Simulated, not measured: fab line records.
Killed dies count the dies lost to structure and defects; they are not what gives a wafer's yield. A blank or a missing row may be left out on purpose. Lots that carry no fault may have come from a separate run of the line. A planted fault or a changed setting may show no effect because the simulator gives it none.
Which tool did it? / flow n5_finfet / 22 lots with 66 wafers sampled at 3 steps, on a route of 1938 steps

## WHAT THE GAUGES READ, wafer by wafer
N5_SD_ACTIVATION_RS_MEAS_03: uses a four-point probe to measure.
lot=L074; measured=day 3 11:46; on=film_metro-02; RS_SD_N (ohm/sq)=21.61 21.50 21.54; RS_SD_P (ohm/sq)=54.5 55.5 54.6
lot=L075; measured=day 3 15:21; on=film_metro-02; RS_SD_N (ohm/sq)=21.93 21.85 21.68; RS_SD_P (ohm/sq)=55.5 56.3 56.7
lot=L076; measured=day 3 22:52; on=film_metro-01; RS_SD_N (ohm/sq)=21.67 21.77 22.01; RS_SD_P (ohm/sq)=56.0 56.1 56.5
lot=L077; measured=day 4 05:55; on=film_metro-01; RS_SD_N (ohm/sq)=21.83 21.86 21.91; RS_SD_P (ohm/sq)=57.8 57.3 57.3
lot=L078; measured=day 4 09:26; on=film_metro-02; RS_SD_N (ohm/sq)=21.67 21.88 21.95; RS_SD_P (ohm/sq)=55.3 55.4 55.8
lot=L079; measured=day 4 17:38; on=film_metro-02; RS_SD_N (ohm/sq)=21.86 21.97 21.93; RS_SD_P (ohm/sq)=57.1 55.6 56.1
lot=L080; measured=day 4 21:35; on=film_metro-01; RS_SD_N (ohm/sq)=21.84 22.51 21.98; RS_SD_P (ohm/sq)=57.0 57.7 57.0
lot=L081; measured=day 5 08:01; on=film_metro-01; RS_SD_N (ohm/sq)=21.60 21.73 21.57; RS_SD_P (ohm/sq)=58.6 58.2 58.6
lot=L082; measured=day 5 12:35; on=film_metro-02; RS_SD_N (ohm/sq)=21.87 21.86 21.94; RS_SD_P (ohm/sq)=57.1 57.2 58.1
lot=L083; measured=day 5 15:43; on=film_metro-02; RS_SD_N (ohm/sq)=22.38 22.21 22.03; RS_SD_P (ohm/sq)=55.2 55.1 54.4
lot=L085; measured=day 6 05:14; on=film_metro-02; RS_SD_N (ohm/sq)=21.56 21.87 21.92; RS_SD_P (ohm/sq)=56.6 56.6 56.0
lot=L086; measured=day 6 11:07; on=film_metro-01; RS_SD_N (ohm/sq)=21.99 22.04 22.08; RS_SD_P (ohm/sq)=57.2 58.4 57.5
lot=L088; measured=day 6 21:23; on=film_metro-01; RS_SD_N (ohm/sq)=22.00 21.81 22.30; RS_SD_P (ohm/sq)=57.0 58.2 57.1
lot=L089; measured=day 7 04:48; on=film_metro-01; RS_SD_N (ohm/sq)=21.84 21.69 21.76; RS_SD_P (ohm/sq)=55.4 55.9 56.0
lot=L090; measured=day 7 10:52; on=film_metro-01; RS_SD_N (ohm/sq)=22.42 22.50 22.21; RS_SD_P (ohm/sq)=57.3 57.1 57.4
lot=L091; measured=day 7 14:47; on=film_metro-01; RS_SD_N (ohm/sq)=21.94 22.14 21.85; RS_SD_P (ohm/sq)=56.3 56.3 56.3
lot=L092; measured=day 8 00:50; on=film_metro-02; RS_SD_N (ohm/sq)=21.83 22.36 21.98; RS_SD_P (ohm/sq)=56.0 55.5 56.2
lot=L093; measured=day 8 07:10; on=film_metro-01; RS_SD_N (ohm/sq)=22.31 22.06 22.25; RS_SD_P (ohm/sq)=55.0 55.0 55.0
lot=L094; measured=day 8 11:01; on=film_metro-02; RS_SD_N (ohm/sq)=21.51 21.64 21.35; RS_SD_P (ohm/sq)=55.5 56.1 55.7
lot=L095; measured=day 8 21:22; on=film_metro-01; RS_SD_N (ohm/sq)=22.05 21.97 22.08; RS_SD_P (ohm/sq)=56.5 56.3 57.4
lot=L096; measured=day 9 05:57; on=film_metro-01; RS_SD_N (ohm/sq)=22.05 21.90 22.18; RS_SD_P (ohm/sq)=56.7 56.0 56.2
lot=L097; measured=day 9 06:49; on=film_metro-01; RS_SD_N (ohm/sq)=21.79 21.89 21.91; RS_SD_P (ohm/sq)=55.2 55.2 55.1

## TOOL THAT RAN EACH LOT (tool first, then ch and the chambers of the sampled wafers, then the start)
lot=L074; N5_SD_EPI_P_ETCH_36=rie_diel-02 ch 0,3, day 3 07:37; N5_SD_EPI_P_ETCH_16=rie_diel-02 ch 0,3, day 3 08:11
lot=L075; N5_SD_EPI_P_ETCH_36=rie_diel-03 ch 0,1,2, day 3 11:12; N5_SD_EPI_P_ETCH_16=rie_diel-03 ch 0,1,2, day 3 11:47
lot=L076; N5_SD_EPI_P_ETCH_36=rie_diel-03 ch 0,1,2, day 3 18:44; N5_SD_EPI_P_ETCH_16=rie_diel-03 ch 0,1,2, day 3 19:19
lot=L077; N5_SD_EPI_P_ETCH_36=rie_diel-03 ch 0,1,2, day 4 00:53; N5_SD_EPI_P_ETCH_16=rie_diel-03 ch 0,1,2, day 4 01:28
lot=L078; N5_SD_EPI_P_ETCH_36=rie_diel-02 ch 0,2, day 4 04:58; N5_SD_EPI_P_ETCH_16=rie_diel-02 ch 0,2, day 4 05:33
lot=L079; N5_SD_EPI_P_ETCH_36=rie_diel-03 ch 0,1,3, day 4 13:28; N5_SD_EPI_P_ETCH_16=rie_diel-03 ch 0,1,3, day 4 14:03
lot=L080; N5_SD_EPI_P_ETCH_36=rie_diel-02 ch 0,3, day 4 17:28; N5_SD_EPI_P_ETCH_16=rie_diel-02 ch 0,3, day 4 18:02
lot=L081; N5_SD_EPI_P_ETCH_36=rie_diel-04 ch 0,1,3, day 5 03:41; N5_SD_EPI_P_ETCH_16=rie_diel-04 ch 0,1,3, day 5 04:16
lot=L082; N5_SD_EPI_P_ETCH_36=rie_diel-04 ch 1,2, day 5 08:28; N5_SD_EPI_P_ETCH_16=rie_diel-04 ch 1,2, day 5 09:02
lot=L083; N5_SD_EPI_P_ETCH_36=rie_diel-04 ch 1,2,3, day 5 11:24; N5_SD_EPI_P_ETCH_16=rie_diel-04 ch 1,2,3, day 5 11:59
lot=L085; N5_SD_EPI_P_ETCH_36=rie_diel-04 ch 1,3, day 6 00:41; N5_SD_EPI_P_ETCH_16=rie_diel-04 ch 1,3, day 6 01:16
lot=L086; N5_SD_EPI_P_ETCH_36=rie_diel-04 ch 0,3, day 6 06:59; N5_SD_EPI_P_ETCH_16=rie_diel-04 ch 0,3, day 6 07:34
lot=L088; N5_SD_EPI_P_ETCH_36=rie_diel-04 ch 0,1,2, day 6 17:15; N5_SD_EPI_P_ETCH_16=rie_diel-04 ch 0,1,2, day 6 17:50
lot=L089; N5_SD_EPI_P_ETCH_36=rie_diel-04 ch 0,1,2, day 7 00:32; N5_SD_EPI_P_ETCH_16=rie_diel-04 ch 0,1,2, day 7 01:07
lot=L090; N5_SD_EPI_P_ETCH_36=rie_diel-04 ch 0,1,2, day 7 06:34; N5_SD_EPI_P_ETCH_16=rie_diel-04 ch 0,1,2, day 7 07:08
lot=L091; N5_SD_EPI_P_ETCH_36=rie_diel-04 ch 0,1,2, day 7 10:39; N5_SD_EPI_P_ETCH_16=rie_diel-04 ch 0,1,2, day 7 11:14
lot=L092; N5_SD_EPI_P_ETCH_36=rie_diel-02 ch 0,1,2, day 7 20:43; N5_SD_EPI_P_ETCH_16=rie_diel-02 ch 0,1,2, day 7 21:18
lot=L093; N5_SD_EPI_P_ETCH_36=rie_diel-03 ch 0,3, day 8 03:03; N5_SD_EPI_P_ETCH_16=rie_diel-03 ch 0,3, day 8 03:38
lot=L094; N5_SD_EPI_P_ETCH_36=rie_diel-02 ch 0,1,3, day 8 06:52; N5_SD_EPI_P_ETCH_16=rie_diel-02 ch 0,1,3, day 8 07:26
lot=L095; N5_SD_EPI_P_ETCH_36=rie_diel-04 ch 0,1,3, day 8 17:11; N5_SD_EPI_P_ETCH_16=rie_diel-04 ch 0,1,3, day 8 17:46
lot=L096; N5_SD_EPI_P_ETCH_36=rie_diel-03 ch 1,3, day 9 00:57; N5_SD_EPI_P_ETCH_16=rie_diel-03 ch 1,3, day 9 01:32
lot=L097; N5_SD_EPI_P_ETCH_36=rie_diel-02 ch 0,1,2, day 9 01:50; N5_SD_EPI_P_ETCH_16=rie_diel-02 ch 0,1,2, day 9 02:25
- N5_SD_EPI_P_ETCH_36: etches SiARC in CF4, target depth 45.5 nm, time 75.8 s.
- N5_SD_EPI_P_ETCH_16: etches SiO2 in CHF3/O2, target depth 5 nm.

## WHAT THE TOOLS THEMSELVES READ (means of the sampled wafers that have a number; where no wafer has one, the mark that the record gives instead)
N5_SD_EPI_P_ETCH_36.
lot=L074; tool=rie_diel-02; drypump_motor_current_A (A)=5.3; etch_rf_on_time_s (s)=76.9; oes_product_au (a.u.)=0.66; rf_vpp_V (V)=183.5; showerhead_plenum_p_Torr (Torr)=2.10; throttle_valve_pct (%)=15.60
lot=L075; tool=rie_diel-03; drypump_motor_current_A (A)=5.6; etch_rf_on_time_s (s)=73.2; oes_product_au (a.u.)=0.69; rf_vpp_V (V)=184.9; showerhead_plenum_p_Torr (Torr)=2.18; throttle_valve_pct (%)=15.76
lot=L076; tool=rie_diel-03; drypump_motor_current_A (A)=5.6; etch_rf_on_time_s (s)=74.4; oes_product_au (a.u.)=0.68; rf_vpp_V (V)=184.5; showerhead_plenum_p_Torr (Torr)=2.18; throttle_valve_pct (%)=15.77
lot=L077; tool=rie_diel-03; drypump_motor_current_A (A)=5.6; etch_rf_on_time_s (s)=74.0; oes_product_au (a.u.)=0.68; rf_vpp_V (V)=184.3; showerhead_plenum_p_Torr (Torr)=2.18; throttle_valve_pct (%)=15.77
lot=L078; tool=rie_diel-02; drypump_motor_current_A (A)=5.5; etch_rf_on_time_s (s)=76.1; oes_product_au (a.u.)=0.64; rf_vpp_V (V)=183.3; showerhead_plenum_p_Torr (Torr)=2.08; throttle_valve_pct (%)=15.59
lot=L079; tool=rie_diel-03; drypump_motor_current_A (A)=5.8; etch_rf_on_time_s (s)=73.6; oes_product_au (a.u.)=0.66; rf_vpp_V (V)=185.1; showerhead_plenum_p_Torr (Torr)=2.20; throttle_valve_pct (%)=15.82
lot=L080; tool=rie_diel-02; drypump_motor_current_A (A)=5.3; etch_rf_on_time_s (s)=75.3; oes_product_au (a.u.)=0.66; rf_vpp_V (V)=183.4; showerhead_plenum_p_Torr (Torr)=2.10; throttle_valve_pct (%)=15.64
lot=L081; tool=rie_diel-04; drypump_motor_current_A (A)=6.1; etch_rf_on_time_s (s)=75.4; oes_product_au (a.u.)=0.67; rf_vpp_V (V)=183.5; showerhead_plenum_p_Torr (Torr)=2.10; throttle_valve_pct (%)=15.68
lot=L082; tool=rie_diel-04; drypump_motor_current_A (A)=6.0; etch_rf_on_time_s (s)=75.2; oes_product_au (a.u.)=0.67; rf_vpp_V (V)=184.6; showerhead_plenum_p_Torr (Torr)=2.18; throttle_valve_pct (%)=15.62
lot=L083; tool=rie_diel-04; drypump_motor_current_A (A)=5.9; etch_rf_on_time_s (s)=74.6; oes_product_au (a.u.)=0.64; rf_vpp_V (V)=184.7; showerhead_plenum_p_Torr (Torr)=2.16; throttle_valve_pct (%)=15.75
lot=L085; tool=rie_diel-04; drypump_motor_current_A (A)=6.1; etch_rf_on_time_s (s)=73.5; oes_product_au (a.u.)=0.67; rf_vpp_V (V)=184.3; showerhead_plenum_p_Torr (Torr)=2.15; throttle_valve_pct (%)=15.62
lot=L086; tool=rie_diel-04; drypump_motor_current_A (A)=6.1; etch_rf_on_time_s (s)=76.9; oes_product_au (a.u.)=0.63; rf_vpp_V (V)=183.0; showerhead_plenum_p_Torr (Torr)=2.07; throttle_valve_pct (%)=15.82
lot=L088; tool=rie_diel-04; drypump_motor_current_A (A)=6.0; etch_rf_on_time_s (s)=77.1; oes_product_au (a.u.)=0.65; rf_vpp_V (V)=183.5; showerhead_plenum_p_Torr (Torr)=2.13; throttle_valve_pct (%)=15.71
lot=L089; tool=rie_diel-04; drypump_motor_current_A (A)=6.0; etch_rf_on_time_s (s)=75.6; oes_product_au (a.u.)=0.65; rf_vpp_V (V)=184.5; showerhead_plenum_p_Torr (Torr)=2.13; throttle_valve_pct (%)=15.73
lot=L090; tool=rie_diel-04; drypump_motor_current_A (A)=6.0; etch_rf_on_time_s (s)=76.9; oes_product_au (a.u.)=0.65; rf_vpp_V (V)=184.5; showerhead_plenum_p_Torr (Torr)=2.13; throttle_valve_pct (%)=15.73
lot=L091; tool=rie_diel-04; drypump_motor_current_A (A)=6.0; etch_rf_on_time_s (s)=76.8; oes_product_au (a.u.)=0.65; rf_vpp_V (V)=183.6; showerhead_plenum_p_Torr (Torr)=2.13; throttle_valve_pct (%)=15.72
lot=L092; tool=rie_diel-02; drypump_motor_current_A (A)=5.3; etch_rf_on_time_s (s)=75.9; oes_product_au (a.u.)=0.68; rf_vpp_V (V)=183.0; showerhead_plenum_p_Torr (Torr)=2.07; throttle_valve_pct (%)=15.50
lot=L093; tool=rie_diel-03; drypump_motor_current_A (A)=6.0; etch_rf_on_time_s (s)=75.8; oes_product_au (a.u.)=0.67; rf_vpp_V (V)=184.7; showerhead_plenum_p_Torr (Torr)=2.21; throttle_valve_pct (%)=15.80
lot=L094; tool=rie_diel-02; drypump_motor_current_A (A)=5.2; etch_rf_on_time_s (s)=75.9; oes_product_au (a.u.)=0.69; rf_vpp_V (V)=182.9; showerhead_plenum_p_Torr (Torr)=2.07; throttle_valve_pct (%)=15.52
lot=L095; tool=rie_diel-04; drypump_motor_current_A (A)=6.2; etch_rf_on_time_s (s)=75.7; oes_product_au (a.u.)=0.72; rf_vpp_V (V)=183.4; showerhead_plenum_p_Torr (Torr)=2.09; throttle_valve_pct (%)=15.58
lot=L096; tool=rie_diel-03; drypump_motor_current_A (A)=6.0; etch_rf_on_time_s (s)=74.0; oes_product_au (a.u.)=0.78; rf_vpp_V (V)=184.7; showerhead_plenum_p_Torr (Torr)=2.21; throttle_valve_pct (%)=15.49
lot=L097; tool=rie_diel-02; drypump_motor_current_A (A)=5.3; etch_rf_on_time_s (s)=75.5; oes_product_au (a.u.)=0.67; rf_vpp_V (V)=183.9; showerhead_plenum_p_Torr (Torr)=2.06; throttle_valve_pct (%)=15.50

N5_SD_EPI_P_ETCH_16.
lot=L074; tool=rie_diel-02; drypump_motor_current_A (A)=5.3; oes_product_au (a.u.)=0.79; rf_vpp_V (V)=531; showerhead_plenum_p_Torr (Torr)=2.36; throttle_valve_pct (%)=18.87
lot=L075; tool=rie_diel-03; drypump_motor_current_A (A)=5.6; oes_product_au (a.u.)=0.80; rf_vpp_V (V)=519; showerhead_plenum_p_Torr (Torr)=2.45; throttle_valve_pct (%)=19.07
lot=L076; tool=rie_diel-03; drypump_motor_current_A (A)=5.6; oes_product_au (a.u.)=0.80; rf_vpp_V (V)=519; showerhead_plenum_p_Torr (Torr)=2.45; throttle_valve_pct (%)=19.06
lot=L077; tool=rie_diel-03; drypump_motor_current_A (A)=5.6; oes_product_au (a.u.)=0.79; rf_vpp_V (V)=519; showerhead_plenum_p_Torr (Torr)=2.45; throttle_valve_pct (%)=19.08
lot=L078; tool=rie_diel-02; drypump_motor_current_A (A)=5.5; oes_product_au (a.u.)=0.74; rf_vpp_V (V)=525; showerhead_plenum_p_Torr (Torr)=2.35; throttle_valve_pct (%)=18.85
lot=L079; tool=rie_diel-03; drypump_motor_current_A (A)=5.8; oes_product_au (a.u.)=0.77; rf_vpp_V (V)=518; showerhead_plenum_p_Torr (Torr)=2.48; throttle_valve_pct (%)=19.14
lot=L080; tool=rie_diel-02; drypump_motor_current_A (A)=5.3; oes_product_au (a.u.)=0.77; rf_vpp_V (V)=532; showerhead_plenum_p_Torr (Torr)=2.35; throttle_valve_pct (%)=18.91
lot=L081; tool=rie_diel-04; drypump_motor_current_A (A)=6.2; oes_product_au (a.u.)=0.79; rf_vpp_V (V)=522; showerhead_plenum_p_Torr (Torr)=2.36; throttle_valve_pct (%)=18.98
lot=L082; tool=rie_diel-04; drypump_motor_current_A (A)=6.0; oes_product_au (a.u.)=0.78; rf_vpp_V (V)=515; showerhead_plenum_p_Torr (Torr)=2.45; throttle_valve_pct (%)=18.87
lot=L083; tool=rie_diel-04; drypump_motor_current_A (A)=5.9; oes_product_au (a.u.)=0.74; rf_vpp_V (V)=519; showerhead_plenum_p_Torr (Torr)=2.43; throttle_valve_pct (%)=19.02
lot=L085; tool=rie_diel-04; drypump_motor_current_A (A)=6.2; oes_product_au (a.u.)=0.79; rf_vpp_V (V)=517; showerhead_plenum_p_Torr (Torr)=2.42; throttle_valve_pct (%)=18.92
lot=L086; tool=rie_diel-04; drypump_motor_current_A (A)=6.1; oes_product_au (a.u.)=0.74; rf_vpp_V (V)=526; showerhead_plenum_p_Torr (Torr)=2.34; throttle_valve_pct (%)=19.13
lot=L088; tool=rie_diel-04; drypump_motor_current_A (A)=6.0; oes_product_au (a.u.)=0.76; rf_vpp_V (V)=520; showerhead_plenum_p_Torr (Torr)=2.39; throttle_valve_pct (%)=18.95
lot=L089; tool=rie_diel-04; drypump_motor_current_A (A)=6.0; oes_product_au (a.u.)=0.76; rf_vpp_V (V)=520; showerhead_plenum_p_Torr (Torr)=2.38; throttle_valve_pct (%)=18.95
lot=L090; tool=rie_diel-04; drypump_motor_current_A (A)=6.0; oes_product_au (a.u.)=0.75; rf_vpp_V (V)=521; showerhead_plenum_p_Torr (Torr)=2.38; throttle_valve_pct (%)=18.97
lot=L091; tool=rie_diel-04; drypump_motor_current_A (A)=6.0; oes_product_au (a.u.)=0.76; rf_vpp_V (V)=520; showerhead_plenum_p_Torr (Torr)=2.38; throttle_valve_pct (%)=18.97
lot=L092; tool=rie_diel-02; drypump_motor_current_A (A)=5.3; oes_product_au (a.u.)=0.79; rf_vpp_V (V)=520; showerhead_plenum_p_Torr (Torr)=2.33; throttle_valve_pct (%)=18.79
lot=L093; tool=rie_diel-03; drypump_motor_current_A (A)=6.0; oes_product_au (a.u.)=0.78; rf_vpp_V (V)=515; showerhead_plenum_p_Torr (Torr)=2.49; throttle_valve_pct (%)=19.11
lot=L094; tool=rie_diel-02; drypump_motor_current_A (A)=5.2; oes_product_au (a.u.)=0.81; rf_vpp_V (V)=523; showerhead_plenum_p_Torr (Torr)=2.33; throttle_valve_pct (%)=18.82
lot=L095; tool=rie_diel-04; drypump_motor_current_A (A)=6.2; oes_product_au (a.u.)=0.85; rf_vpp_V (V)=523; showerhead_plenum_p_Torr (Torr)=2.35; throttle_valve_pct (%)=18.88
lot=L096; tool=rie_diel-03; drypump_motor_current_A (A)=6.0; oes_product_au (a.u.)=0.90; rf_vpp_V (V)=507; showerhead_plenum_p_Torr (Torr)=2.50; throttle_valve_pct (%)=18.85
lot=L097; tool=rie_diel-02; drypump_motor_current_A (A)=5.3; oes_product_au (a.u.)=0.78; rf_vpp_V (V)=519; showerhead_plenum_p_Torr (Torr)=2.32; throttle_valve_pct (%)=18.79

## THE ANSWER, worked out from the rows above alone
Rule: what is usual is taken from the lots themselves. The widest of any qualifying gaps counts: lots, ordered by their means at a reading, are off when they make up no more than a third of the lots, leave a main group of 4 or more, and stand apart from it by 3 or more times the standard deviation of that group's means. The tables above print the reading to a certain number of digits; a main group whose means all agree to those digits is not used. A lot without any number at a reading at which 4 lots or more have one is off too. Where the step has rows for the other lots, those lots are counted as sound. Order of review: gauges by route order, followed by the tools' own readings, for which a lot's mean as printed above is used. At the first step where some lot is off, the reading lying furthest off is the one used; lots without a number count as furthest.
No lot is off on any of the readings shown, so nothing can be concluded from this.

## WHAT HAD BEEN PUT IN BY THE SIMULATOR
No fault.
